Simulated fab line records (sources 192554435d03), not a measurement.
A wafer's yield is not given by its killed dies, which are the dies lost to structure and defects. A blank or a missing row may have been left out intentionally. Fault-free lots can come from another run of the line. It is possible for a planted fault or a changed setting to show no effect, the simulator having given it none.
Lot-split experiment || flow n5 finfet || 21 wafers read from 7 lots, route of 1938 steps

THE SPLIT
At N5_BEOL_M13_TRENCH_ETCH_34 (etches SiOC in C4F8/O2/Ar, target depth 413.47 nm, time 162.6 s), the setting time s was moved away from the recipe's 162.6 s on 7 of the 21 wafers read, by -19.4% to +12.9%. All remaining wafers had this setting at the recipe value.

FROM THE SPLIT TO THE READING: what the file shows between them, 10 steps
- N5_BEOL_M13_STRIP_70: strips in C4F8/O2/Ar
- N5_BEOL_M13_OCD_MEAS_35
- N5_BEOL_M13_STRIP_37: strips in N2/H2
- N5_BEOL_M13_ETCH_38: etches SiCN in CF4/N2, target depth 67.5 nm, time 71.9 s
- N5_BEOL_M13_ECD_47: material Cu, target thk 936 nm
- N5_BEOL_M13_ANNEAL_48: time 90 s
- N5_BEOL_M13_CMP_49: polishes, stops on SiOC, t overpolish 17.1 s, target thk 420 nm
- N5_BEOL_M13_THK_MEAS_50: measures by xrf
- N5_BEOL_M13_PRE_CLEAN_52: time 15 s
- N5_BEOL_M13_DEP_53: deposits SiCN from 3MS/NH3, target thk 50 nm, time 17.8 s

THE READING
M13_RS in ohm/sq, measured at N5_BEOL_M13_RS_MEAS_54 by four-point-probe. Typical for fault-free wafers on this fab line: 0.0454 ohm/sq, with standard deviation 0.00076 ohm/sq.

{"wafer": "L079.3", "tool, chamber at the split": "rie diel-04, 1", "time s as run, s": 142.8, "against the recipe": "-12.2%", "M13_RS, ohm/sq": 0.0531, "against lot-mates on the recipe": "+0.0075"}
{"wafer": "L079.4", "tool, chamber at the split": "rie diel-04, 0", "time s as run, s": 162.6, "against the recipe": "recipe", "M13_RS, ohm/sq": 0.0456, "against lot-mates on the recipe": "-"}
{"wafer": "L079.5", "tool, chamber at the split": "rie diel-04, 3", "time s as run, s": 162.6, "against the recipe": "recipe", "M13_RS, ohm/sq": 0.0457, "against lot-mates on the recipe": "-"}
{"wafer": "L087.2", "tool, chamber at the split": "rie diel-03, 2", "time s as run, s": 162.6, "against the recipe": "recipe", "M13_RS, ohm/sq": 0.0449, "against lot-mates on the recipe": "-"}
{"wafer": "L087.4", "tool, chamber at the split": "rie diel-03, 0", "time s as run, s": 131.1, "against the recipe": "-19.4%", "M13_RS, ohm/sq": 0.0546, "against lot-mates on the recipe": "+0.0091"}
{"wafer": "L087.5", "tool, chamber at the split": "rie diel-03, 1", "time s as run, s": 162.6, "against the recipe": "recipe", "M13_RS, ohm/sq": 0.0461, "against lot-mates on the recipe": "-"}
{"wafer": "L089.2", "tool, chamber at the split": "rie diel-06, 1", "time s as run, s": 141.1, "against the recipe": "-13.2%", "M13_RS, ohm/sq": 0.0539, "against lot-mates on the recipe": "+0.0077"}
{"wafer": "L089.5", "tool, chamber at the split": "rie diel-06, 0", "time s as run, s": 162.6, "against the recipe": "recipe", "M13_RS, ohm/sq": 0.0464, "against lot-mates on the recipe": "-"}
{"wafer": "L089.6", "tool, chamber at the split": "rie diel-06, 1", "time s as run, s": 162.6, "against the recipe": "recipe", "M13_RS, ohm/sq": 0.0460, "against lot-mates on the recipe": "-"}
{"wafer": "L091.1", "tool, chamber at the split": "rie diel-04, 0", "time s as run, s": 162.6, "against the recipe": "recipe", "M13_RS, ohm/sq": 0.0455, "against lot-mates on the recipe": "-"}
{"wafer": "L091.4", "tool, chamber at the split": "rie diel-04, 3", "time s as run, s": 162.6, "against the recipe": "recipe", "M13_RS, ohm/sq": 0.0455, "against lot-mates on the recipe": "-"}
{"wafer": "L091.6", "tool, chamber at the split": "rie diel-04, 2", "time s as run, s": 139.2, "against the recipe": "-14.4%", "M13_RS, ohm/sq": 0.0513, "against lot-mates on the recipe": "+0.0058"}
{"wafer": "L093.2", "tool, chamber at the split": "rie diel-04, 1", "time s as run, s": 147.8, "against the recipe": "-9.1%", "M13_RS, ohm/sq": 0.0507, "against lot-mates on the recipe": "+0.0055"}
{"wafer": "L093.5", "tool, chamber at the split": "rie diel-04, 1", "time s as run, s": 162.6, "against the recipe": "recipe", "M13_RS, ohm/sq": 0.0460, "against lot-mates on the recipe": "-"}
{"wafer": "L093.6", "tool, chamber at the split": "rie diel-04, 2", "time s as run, s": 162.6, "against the recipe": "recipe", "M13_RS, ohm/sq": 0.0444, "against lot-mates on the recipe": "-"}
{"wafer": "L094.3", "tool, chamber at the split": "rie diel-06, 2", "time s as run, s": 162.6, "against the recipe": "recipe", "M13_RS, ohm/sq": 0.0452, "against lot-mates on the recipe": "-"}
{"wafer": "L094.4", "tool, chamber at the split": "rie diel-06, 2", "time s as run, s": 162.6, "against the recipe": "recipe", "M13_RS, ohm/sq": 0.0453, "against lot-mates on the recipe": "-"}
{"wafer": "L094.5", "tool, chamber at the split": "rie diel-06, 0", "time s as run, s": 162.6, "against the recipe": "recipe", "M13_RS, ohm/sq": 0.0457, "against lot-mates on the recipe": "-"}
{"wafer": "L097.1", "tool, chamber at the split": "rie diel-04, 3", "time s as run, s": 183.6, "against the recipe": "+12.9%", "M13_RS, ohm/sq": 0.0407, "against lot-mates on the recipe": -0.0052}
{"wafer": "L097.3", "tool, chamber at the split": "rie diel-04, 0", "time s as run, s": 162.6, "against the recipe": "recipe", "M13_RS, ohm/sq": 0.0459, "against lot-mates on the recipe": "-"}
{"wafer": "L097.5", "tool, chamber at the split": "rie diel-04, 3", "time s as run, s": 183.6, "against the recipe": "+12.9%", "M13_RS, ohm/sq": 0.0409, "against lot-mates on the recipe": -0.0050}

THE FIT
A straight line over all 21 wafers: M13_RS changes by -0.000466 ohm/sq for each +1% of time s; r = -0.97; the points scatter about the line by 0.00087 ohm/sq.
The same after taking each lot's own level away (the mean of its wafers on the recipe; 21 wafers): -0.000471 ohm/sq for each +1%; r = -0.98; scatter 0.00074 ohm/sq.
The reading moves by 0.0091 ohm/sq for the largest change in time s, on that fit.
Measured against the standard deviation above, the lots' own levels, which go from 0.04520 to 0.04620 ohm/sq, span 1.3 times it.
The two slopes are in agreement: the lot-to-lot level therefore moves the slope only a little.
Check: +0.00951 ohm/sq against its lot-mates is what the line predicts for one of the wafers moved furthest among these (-19.4%) when that wafer is left out of the fit. Against them it came out at +0.0091 ohm/sq.

ADDITIONAL SPLITS CARRIED BY THESE WAFERS
Note: prior to the reading, these wafers also went through further splits. Each is held against what the fit with the lots' levels taken away leaves over:
{"other split on the same wafers": "N5_BEOL_M12_CMP_49 down force psi", "wafers away from the commonest value": 6, "r with M13_RS (lot level and that fit taken away)": -0.34}

THE WHOLE CHAIN: every reading that the file lists as answering this split, in the file's order
{"step": "N5_BEOL_M13_TRENCH_ETCH_34", "what it does": "etches SiOC in C4F8/O2/Ar, target depth 413.47 nm, time 162.6 s", "reading": "etch.depth nm (the simulator's own value, which no gauge read)", "change (the file's fit)": "+3.89 nm for each +1% of the setting", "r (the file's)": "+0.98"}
{"step": "N5_BEOL_M13_OCD_MEAS_35", "what it does": "", "reading": "trench depth nm", "change (the file's fit)": "+3.89 nm for each +1% of the setting", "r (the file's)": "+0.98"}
{"step": "N5_BEOL_M13_CMP_49", "what it does": "polishes, stops on SiOC, t overpolish 17.1 s, target thk 420 nm", "reading": "Cu_of_BEOL_M13_ECD_47.thk nm (the simulator's own value, which no gauge read)", "change (the file's fit)": "+3.84 nm for each +1% of the setting", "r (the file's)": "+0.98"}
{"step": "N5_BEOL_M13_THK_MEAS_50", "what it does": "measures by xrf", "reading": "M13_THK", "change (the file's fit)": "+3.98 for each +1% of the setting", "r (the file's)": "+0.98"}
{"step": "N5_BEOL_M13_RS_MEAS_54", "what it does": "measures by four-point-probe", "reading": "M13_RS", "change (the file's fit)": "-0.000492 for each +1% of the setting", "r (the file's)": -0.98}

FILE'S OWN FIT
M13_RS changes by -0.000492 ohm/sq for each +1% of time s, r = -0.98.
